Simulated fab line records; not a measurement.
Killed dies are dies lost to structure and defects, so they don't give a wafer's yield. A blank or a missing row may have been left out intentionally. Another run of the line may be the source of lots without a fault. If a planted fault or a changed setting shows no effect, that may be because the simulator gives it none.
Comparing a struck lot with a sound one / flow n5Finfet / 16 out of 1938 route steps
Sound: wafers L922.2, L922.3, L922.5. Wafers struck: L913.2, L913.5. Last of all comes the cause.
Order at every step that has rows: each side's tool, ch and its chambers, its first start. Under that, the readings that differ: sound wafers / struck wafers / difference of the means / sigmas: that difference in standard deviations of wafers without a fault.
alike: readings whose means differ by less than 2 such deviations, and words and numbers that are the same on both sides. not compared: withheld readings, readings that some wafer has no value for, bounds like >300 that may hide the same value, and numbers for which the record gives no deviation and whose values overlap.
A row with sigmas, a row that says differs or no value, or rows on one side alone: a step with any of these is where the two part. When numbers do not overlap yet have no deviation, they are printed without sigmas and do not part them. A reading missing from all wafers of one side parts the sides only when that side holds two or more wafers.

first, 1 step without rows for these wafers: N5_BEOL_M1_DEVELOP_27 (develop time 30 s).
N5_BEOL_M1_CD_MEAS_28: target cd y 23.3 nm.
  sound on cdSem-02 ch 0, day 11 07:56; struck on cdSem-03 ch 0, day 9 17:28
  alike: cdNm
N5_BEOL_M1_OVL_MEAS_29:
  sound on overlay-02 ch 0, day 11 07:59; struck on overlay-01 ch 0, day 9 17:30
  alike: V0_OVL
N5_BEOL_M1_INSPECT_30: inspects for defects (brightfield).
  sound: defectInspect-01 at day 11 08:02; struck: defectInspect-01 at day 9 17:34
  alike: rawDefectCount
N5_BEOL_M1_DESCUM_33: chemistry O2, time 7 s.
  sound on rieDiel-06 ch 1,3, day 11 08:04; struck on rieDiel-02 ch 3, day 9 17:35
reading=throttleValvePct (%); sound=20.10 20.65 20.08; struck=20.77 20.78; difference=+0.50; sigmas=+2
  alike: drypumpMotorCurrentA, oesProductAu, rfVppV, showerheadPlenumPTorr
  not compared: rfHoursCounterH
N5_BEOL_M1_ETCH_77: etches underlayer in N2/H2, target depth 6.5 nm, time 5.2 s.
  sound on rieDiel-06 ch 1,3, day 11 08:06; struck on rieDiel-02 ch 3, day 9 17:37
  alike: biasW, drypumpMotorCurrentA, etchRfOnTimeS, oesProductAu, rfVppV, showerheadPlenumPTorr, throttleValvePct
  not compared: rfHoursCounterH
N5_BEOL_M1_ETCH_69: etches SiARC in CF4, target depth 15.6 nm, time 26 s.
  sound on rieDiel-06 ch 1,3, day 11 08:07; struck on rieDiel-02 ch 3, day 9 17:38
reading=biasW (W); sound=36.00 36.09 36.22; struck=35.89 35.81; difference=-0.25; sigmas=-2
  alike: drypumpMotorCurrentA, etchRfOnTimeS, oesProductAu, rfVppV, showerheadPlenumPTorr, throttleValvePct
  not compared: rfHoursCounterH
then, 1 step without rows for these wafers: N5_BEOL_M1_ALD_98 (deposits SiO2, target thk 2.5 nm, pulse time 1 s, co reactant pulse time 1 s).
N5_BEOL_M1_ETCHBACK_99: etches SiO2 in CHF3, target depth 5 nm, time 10.4 s.
  sound on rieDiel-06 ch 1,2, day 11 10:32; struck on rieDiel-04 ch 0,2, day 9 19:52
  alike: biasW, drypumpMotorCurrentA, oesProductAu, rfVppV, showerheadPlenumPTorr, throttleValvePct
  not compared: rfHoursCounterH
N5_BEOL_M1_ETCH_70: etches SOC in N2/H2, target depth 80 nm, overetch 16 nm, time 120 s.
  sound on rieDiel-06 ch 1,2, day 11 10:34; struck on rieDiel-04 ch 0,2, day 9 19:55
reading=biasW (W); sound=149.5 149.5 149.2; struck=150.0 150.5; difference=+0.8; sigmas=+2
  alike: drypumpMotorCurrentA, oesProductAu, rfVppV, showerheadPlenumPTorr, throttleValvePct
  not compared: rfHoursCounterH
then, 2 steps without rows for these wafers: N5_BEOL_M1_STRIP_71 (strips in N2/H2); N5_BEOL_M1_STRIP_78 (strips in N2/H2).
N5_BEOL_M1_VIA_ETCH_34: etches the open film in C4F6/O2, target depth 67.8 nm, time 64.4 s.
  sound on rieDiel-06 ch 1,2, day 11 10:40; struck on rieDiel-04 ch 0,2, day 9 20:01
reading=oesProductAu (a.u.); sound=0.76 0.82 0.84; struck=1.18 1.00; difference=+0.28; sigmas=+3
reading=model.etch.depthNm (nm); sound=69.52 69.13 69.85; struck=110.3 109; difference=+40.2; sigmas=
reading=model.SOC_of_BEOL_M1_COAT_67.thkNm (nm); sound=51.8 51.4 51.4; struck=47 47; difference=-5; sigmas=
  alike: biasW, drypumpMotorCurrentA, rfVppV, showerheadPlenumPTorr, throttleValvePct
  not compared: rfHoursCounterH, model.BEOL_M1.cdNm
then, 1 step without rows for these wafers: N5_BEOL_M1_STRIP_83 (strips in C4F6/O2).
N5_BEOL_M4_RC_MEAS_101:
  sound on prober-01 ch 0, day 13 22:35; struck on prober-02 ch 0, day 11 13:23
  alike: DIBL_N, DIBL_P, IOFF_N, IOFF_P, ION_N, ION_P, SS_N, SS_P, VT_N, VT_P
next, for these wafers, 1 step has no rows: N5_PASSIVATION_PROBE_49.

WHERE THEY PART
Last at N5_BEOL_M1_VIA_ETCH_34 as far as this record goes, first at N5_BEOL_M1_DESCUM_33. Later steps at which nothing parts them and some readings are alike: N5_BEOL_M4_RC_MEAS_101.

WHY: the cause the simulator had injected
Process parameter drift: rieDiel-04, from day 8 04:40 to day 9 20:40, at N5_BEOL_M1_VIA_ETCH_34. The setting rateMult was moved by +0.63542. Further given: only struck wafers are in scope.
